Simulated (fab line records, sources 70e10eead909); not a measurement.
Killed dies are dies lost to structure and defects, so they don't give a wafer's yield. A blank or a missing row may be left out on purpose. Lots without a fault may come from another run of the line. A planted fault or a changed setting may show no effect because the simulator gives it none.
fab line records | flow nand_harc
record lots=14 wafers=42 last_day=32
route steps=1302 shown P_BONDPAD@386 A_SOURCE_PLATE@416 A_ONON_D1@436 A_CHANNEL_HOLE_D1@450
lots that met no fault: from a run of the same line without faults
start_h: hours from the record's first day to the start of the lot's first wafer shown | wait_h: hours since the lot's step before | " the same as in the row above | L1.1+2: a row that stands for several wafers | - no value, or no start given | * or withheld: withheld | < > ~ a bound
route shown NAME@n: a module of which the file shows steps, and the number in the route of the first | usual: mean/standard deviation of fault-free wafers | same: alike in all rows | chamber/n: place in a boat | sites: the reading at each site | _std_site: their standard deviation | _edge_site: outer sites' mean less inner sites' | radius_mm: how far each site lies from the wafer's centre | mask NAME#n: copy n | behind: the tool/chamber that last shaped the wafer | hold: why the lot was held/for how many hours/how that ended | device: the transistor (n, p or np) that didn't switch | end of line: the same wafers' tests at the end of the route | a step without rows: its recipe alone | killed: dies lost to structure and defects at the first sort, not the wafer's yield | map: a wafer's dies, x killed, . not, _ none there
set.NAME: the setting as run; set.NAME@STEP: as run at that earlier step | model.NAME: the simulator's own value behind a step, which no gauge read
steps of the route over a sample of lots; a table a step, a row a wafer
services: from which hour (start_h, from the record's first day; less than 0 if before it) a tool's chamber was out of use, for how many hours, and why
## steps
# step NHARC_P_BONDPAD_ACTIVATE_29
# recipe time_s=60 n2_flow_sccm=200 ar_flow_sccm=0 bias_power_w=0 chemistry=N2
# usual drypump_motor_current_A=5.9/0.56 n2_flow_sccm=200.0/0.59 oes_product_au=1.003/0.0096 rf_vpp_V=64.2/0.95 showerhead_plenum_p_Torr=1.77/0.094
# same bias_power_w=0
# columns lot.wafer tool chamber start_h wait_h drypump_motor_current_A n2_flow_sccm oes_product_au rf_hours_counter_h rf_vpp_V showerhead_plenum_p_Torr
L681.2 rie_diel-03 0 146.60 0.1 5.8 198.8 1.008 0.9 64.1 1.68
L681.3 " 3 " " 5.9 200.0 1.003 0.9 63.5 1.91
L681.6 " 1 " " 6.2 199.7 1.003 - 64.5 1.75
L682.1 rie_diel-02 2 156.64 0.1 6.3 198.7 1.005 3.8 62.9 1.68
L682.4 " 1 " " 6.0 200.7 1.020 6.7 64.7 1.86
L682.6 " 3 " " 4.7 199.6 0.992 - 67.1 1.90
L683.1 rie_diel-03 1 157.02 0.1 6.3 200.1 1.006 0.9 63.3 1.75
L683.6 " 2 " " 5.2 200.0 1.001 - 63.5 1.72
L683.5 " 3 " " 5.9 200.4 1.003 - 64.3 1.91
L684.1 rie_diel-02 1 165.45 0.1 6.0 200.3 1.014 7.2 63.9 1.86
L684.6 " 1 " " 6.0 199.8 1.015 - 64.7 1.86
L684.5 " 2 " " 6.3 199.8 1.006 - 62.5 1.68
L686.3 rie_diel-03 0 181.72 0.1 5.8 200.6 1.002 1.8 63.6 1.68
L686.2 " 2 " " 5.2 199.4 0.988 1.6 63.3 1.72
L686.6 " 0 " " 5.8 200.4 1.007 - 63.2 1.68
L685.2 rie_diel-02 3 182.32 0.1 4.7 200.6 0.991 8.9 63.9 1.90
L685.5 " 1 " " 6.0 199.9 1.009 - 64.6 1.86
L685.6 " 2 " " 6.3 198.7 1.002 - 64.4 1.68
L688.1 rie_diel-02 3 209.49 0.1 4.7 200.2 0.999 9.8 65.0 1.90
L688.3 " 1 " " 6.0 200.8 1.022 9.7 64.0 1.86
L688.5 " 0 " " 6.2 200.6 0.997 - 64.6 1.64
L689.2 rie_diel-03 0 220.89 0.1 5.8 200.7 1.006 2.4 64.4 1.68
L689.3 " 1 " " 6.3 200.1 1.008 2.3 65.4 1.75
L689.6 " 0 " " 5.8 200.0 1.001 - 62.9 1.68
L690.1 rie_diel-03 2 225.47 0.1 5.2 199.7 1.000 2.3 64.8 1.72
L690.4 " 0 " " 5.8 200.7 1.006 2.5 64.2 1.68
L690.6 " 2 " " 5.2 200.3 0.994 - 64.2 1.72
L691.2 rie_diel-02 1 242.00 0.1 6.0 199.9 1.015 0.4 65.1 1.86
L691.1 " 0 " " 6.2 200.1 1.015 0.4 64.1 1.64
L691.6 " 2 " " 6.3 199.5 1.005 - 64.6 1.68
L692.2 rie_diel-03 2 252.85 0.1 5.2 200.4 1.000 2.8 63.8 1.72
L692.3 " 3 " " 5.9 199.2 1.003 3.9 64.2 1.91
L692.1 " 1 " " 6.3 200.4 1.014 3.5 64.1 1.75
L699.3 rie_diel-04 0 312.56 0.1 6.5 199.4 1.003 8.8 65.8 1.85
L699.1 " 1 " " 6.8 198.8 0.990 5.4 64.9 1.75
L699.4 " 2 " " 6.8 200.0 1.010 6.5 65.2 1.72
L698.2 rie_diel-02 0 313.26 0.1 6.3 201.7 1.010 4.3 63.7 1.64
L698.3 " 1 " " 6.0 199.2 1.012 4.6 62.5 1.86
L698.5 " 3 " " 4.7 200.2 1.029 - 64.9 1.90
L701.1 rie_diel-03 0 335.08 0.1 5.8 199.2 1.009 0.5 63.6 1.68
L701.5 " 1 " " 6.3 199.6 1.002 - 64.1 1.75
L701.4 " 2 " " 5.2 200.4 0.988 - 63.0 1.72
# step NHARC_A_SOURCE_PLATE_THK_MEAS_09
# recipe thk_meas_gauge=ellipsometry
# usual thk_nm=9.7/1.1
# columns lot.wafer tool chamber start_h wait_h thk_nm
L681.2 film_metro-02 - 156.59 0.4 10.6
L681.3 " - " " 9.5
L681.6 " - " " 10.3
L682.1 film_metro-02 - 166.59 0.4 8.7
L682.4 " - " " 9.8
L682.6 " - " " 10.3
L683.1 film_metro-01 - 166.59 0.4 10.9
L683.5 " - " " 9.0
L683.6 " - " " 10.7
L684.1 film_metro-01 - 175.78 0.4 10.1
L684.5 " - " " 10.3
L684.6 " - " " 8.8
L686.2 film_metro-02 - 192.45 0.4 9.7
L686.3 " - " " 9.2
L686.6 " - " " 9.8
L685.2 film_metro-01 - 192.45 0.4 9.4
L685.5 " - " " 11.6
L685.6 " - " " 9.3
L688.1 film_metro-02 - 219.16 0.4 8.8
L688.3 " - " " 11.0
L688.5 " - " " 9.0
L689.2 film_metro-02 - 230.27 0.4 10.9
L689.3 " - " " 7.9
L689.6 " - " " 8.8
L690.1 film_metro-02 - 235.50 0.4 9.2
L690.4 " - " " 9.3
L690.6 " - " " 9.9
L691.1 film_metro-01 - 252.31 0.4 8.7
L691.2 " - " " 8.7
L691.6 " - " " 12.5
L692.1 film_metro-02 - 263.04 0.4 11.1
L692.2 " - " " 8.2
L692.3 " - " " 10.6
L699.1 film_metro-02 - 324.33 0.4 9.1
L699.3 " - " " 10.0
L699.4 " - " " 9.2
L698.2 film_metro-01 - 324.33 0.4 10.8
L698.3 " - " " 8.4
L698.5 " - " " 8.6
L701.1 film_metro-02 - 346.60 0.4 10.3
L701.4 " - " " 9.4
L701.5 " - " " 8.8
# step NHARC_A_ONON_D1_DEP_16
# recipe target_thk_a=10000 n2_flow_sccm=2750 n2o_flow_sccm=2000 nh3_flow_sccm=500 sih4_flow_sccm=210 temp_c=400
# usual n2_flow_sccm=2750/7.6 sih4_flow_sccm=210.1/0.59
# columns lot.wafer tool chamber start_h wait_h n2_flow_sccm sih4_flow_sccm
L681.2 pecvd_onon-03 0 179.38 0.1 2760 210.1
L681.3 " 0 " " 2758 211.4
L681.6 " 0 " " 2745 210.3
L683.1 pecvd_onon-03 0 190.80 0.1 2766 209.4
L683.5 " 0 " " 2743 209.9
L683.6 " 0 " " 2748 209.9
L682.1 pecvd_onon-01 0 190.99 0.3 2756 210.6
L682.4 " 0 " " 2755 209.4
L682.6 " 0 " " 2749 209.2
L684.1 pecvd_onon-02 0 198.97 0.1 2741 210.8
L684.5 " 0 " " 2745 210.2
L684.6 " 0 " " 2752 210.5
L686.2 pecvd_onon-03 0 215.73 0.1 2746 211.0
L686.3 " 0 " " 2749 210.3
L686.6 " 0 " " 2761 210.6
L685.2 pecvd_onon-02 0 215.73 0.1 2747 210.4
L685.5 " 0 " " 2735 210.8
L685.6 " 0 " " 2747 210.4
L688.1 pecvd_onon-01 0 243.14 0.1 2754 209.6
L688.3 " 0 " " 2759 210.2
L688.5 " 0 " " 2758 210.3
L689.2 pecvd_onon-02 0 252.91 0.1 2748 209.9
L689.3 " 0 " " 2755 209.8
L689.6 " 0 " " 2747 208.7
L690.1 pecvd_onon-03 0 259.22 0.1 2741 210.0
L690.4 " 0 " " 2750 210.4
L690.6 " 0 " " 2752 210.7
L691.1 pecvd_onon-03 0 277.59 0.1 2743 210.2
L691.2 " 0 " " 2745 209.5
L691.6 " 0 " " 2741 211.0
L692.1 pecvd_onon-01 0 285.93 0.1 2738 209.6
L692.2 " 0 " " 2755 210.1
L692.3 " 0 " " 2734 209.1
L699.1 pecvd_onon-02 0 348.83 0.1 2742 209.2
L699.3 " 0 " " 2753 210.4
L699.4 " 0 " " 2759 209.9
L698.2 pecvd_onon-03 0 348.89 0.1 2752 210.5
L698.3 " 0 " " 2744 210.3
L698.5 " 0 " " 2760 210.0
L701.1 pecvd_onon-03 0 369.60 0.1 2737 209.5
L701.4 " 0 " " 2741 210.1
L701.5 " 0 " " 2744 210.6
# step NHARC_A_ONON_D1_THK_MEAS_18
# recipe thk_meas_gauge=ellipsometry
# usual thk_nm=997/9.4
# columns lot.wafer tool chamber start_h wait_h thk_nm
L681.2 film_metro-01 - 179.84 - 1003
L681.3 " - " " 1003
L681.6 " - " " 1001
L683.1 film_metro-02 - 191.31 - 995
L683.5 " - " " 993
L683.6 " - " " 994
L682.1 film_metro-02 - 191.50 - 988
L682.4 " - " " 988
L682.6 " - " " 986
L684.1 film_metro-02 - 199.48 - 987
L684.5 " - " " 987
L684.6 " - " " 987
L686.2 film_metro-01 - 216.19 - 1009
L686.3 " - " " 1011
L686.6 " - " " 1011
L685.2 film_metro-02 - 216.21 - 987
L685.5 " - " " 990
L685.6 " - " " 989
L688.1 film_metro-02 - 243.64 - 997
L688.3 " - " " 999
L688.5 " - " " 997
L689.2 film_metro-01 - 253.37 - 1000
L689.3 " - " " 1000
L689.6 " - " " 1000
L690.1 film_metro-02 - 259.73 - 999
L690.4 " - " " 999
L690.6 " - " " 999
L691.1 film_metro-02 - 278.10 - 994
L691.2 " - " " 994
L691.6 " - " " 994
L692.1 film_metro-01 - 286.45 - 1008
L692.2 " - " " 1010
L692.3 " - " " 1010
L699.1 film_metro-01 - 349.34 - 999
L699.3 " - " " 998
L699.4 " - " " 998
L698.2 film_metro-02 - 349.34 - 1040
L698.3 " - " " 991
L698.5 " - " " 993
L701.1 film_metro-01 - 370.11 - 1053
L701.4 " - " " 1053
L701.5 " - " " 1007
# step NHARC_A_CHANNEL_HOLE_D1_DEP_00
# recipe target_thk_a=31000 temp_c=400 material=aC
# usual throttle_valve_pct=35.000/0.0092
# columns lot.wafer tool chamber start_h wait_h throttle_valve_pct
L681.2 acl_dep-03 0 183.03 0.4 35.005
L681.3 " 0 " " 35.002
L681.6 " 0 " " 34.988
L683.1 acl_dep-01 0 200.02 5.9 34.986
L683.5 " 0 201.30 7.2 34.987
L683.6 " 0 " " 35.013
L682.1 acl_dep-03 0 200.48 6.0 35.000
L682.4 " 0 " " 34.993
L682.6 " 0 " " 35.002
L684.1 acl_dep-03 0 204.25 2.0 35.007
L684.5 " 0 205.54 3.3 34.987
L684.6 " 0 " " 35.008
L686.2 acl_dep-02 0 219.38 0.4 34.998
L686.3 " 0 " " 34.995
L686.6 " 0 " " 35.015
L685.2 acl_dep-01 0 219.40 0.4 35.006
L685.5 " 0 " " 35.012
L685.6 " 0 " " 34.996
L688.1 acl_dep-03 0 251.22 4.7 34.997
L688.3 " 0 " " 34.991
L688.5 " 0 " " 35.010
L689.2 acl_dep-02 0 259.24 3.0 34.999
L689.3 " 0 " " 35.006
L689.6 " 0 " " 35.004
L690.1 acl_dep-02 0 262.69 0.1 34.995
L690.4 " 0 " " 35.002
L690.6 " 0 " " 35.006
L691.1 acl_dep-01 0 282.68 1.8 34.997
L691.2 " 0 " " 35.012
L691.6 " 0 284.26 3.4 35.001
L692.1 acl_dep-03 0 289.35 0.1 35.000
L692.2 " 0 " " 34.986
L692.3 " 0 " " 35.008
L699.1 acl_dep-01 0 352.20 0.1 34.990
L699.3 " 0 " " 35.003
L699.4 " 0 " " 34.987
L698.2 acl_dep-02 0 352.53 0.4 34.996
L698.3 " 0 " " 34.998
L698.5 " 0 " " 34.998
L701.1 acl_dep-02 0 377.81 4.9 35.000
L701.4 " 0 " " 34.988
L701.5 " 0 " " 34.978
## services
# columns tool chamber start_h hours kind
rie_diel-03 1 140.05 3.4 repair
acl_dep-02 - 151.16 3.0 repair
rie_diel-04 - 172.79 0.4 repair
rie_diel-04 - 177.90 9.0 pm
rie_diel-03 2 178.51 2.2 repair
rie_diel-03 - 183.40 0.6 repair
pecvd_onon-02 - 185.32 13.0 pm
acl_dep-01 - 187.02 13.0 pm
rie_diel-02 - 216.72 9.0 pm
rie_diel-03 2 226.02 17.2 repair
pecvd_onon-03 - 227.00 13.0 pm
rie_diel-03 0 234.50 2.8 repair
rie_diel-02 - 238.75 1.7 repair
acl_dep-02 - 245.91 13.0 pm
rie_diel-03 2 260.24 5.0 repair
pecvd_onon-01 - 269.38 13.0 pm
rie_diel-02 0 269.53 1.5 repair
rie_diel-03 0 276.18 32.9 repair
rie_diel-03 - 281.30 9.0 pm
acl_dep-03 - 301.27 13.0 pm
rie_diel-03 2 301.44 10.0 repair
rie_diel-03 3 330.80 5.6 repair
pecvd_onon-02 - 366.32 13.0 pm
acl_dep-01 - 371.57 13.0 pm
## key
first_sign step=NHARC_A_ONON_D1_THK_MEAS_18 reading=thk_nm direction=up sigmas=5.5 usual=997 struck=1049
effect none on later readings
met_at NHARC_A_ONON_D1_DEP_16
struck_lots L698,L701
struck_wafers L698.2,L701.1,L701.4
sort_left_out L698.2,L701.1,L701.4
tester_left_out L698,L701
not_acting_at NHARC_P_BONDPAD_ACTIVATE_29,NHARC_A_SOURCE_PLATE_THK_MEAS_09,NHARC_A_CHANNEL_HOLE_D1_DEP_00
onset_between 277.59 348.89
fault kind=process_parameter_drift tool=pecvd_onon-03 chamber=- onset_h=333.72 steps=NHARC_A_ONON_D1_DEP_16 channel=target_thk_a offset=* shape=step end_h=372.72 scope=struck_wafers_only acts_in=* stated=*
# tester_left_out: of these lots the tester's yield and bins aren't shown, on N5 and GAA mostly nor the transistor test; their killed dies are dies lost to structure and defects alone, not to doping, threshold or leakage, so they don't give the yield
# sort_left_out: the simulated sort isn't trusted on such a fault, so these wafers' sort isn't shown, and their yield isn't known
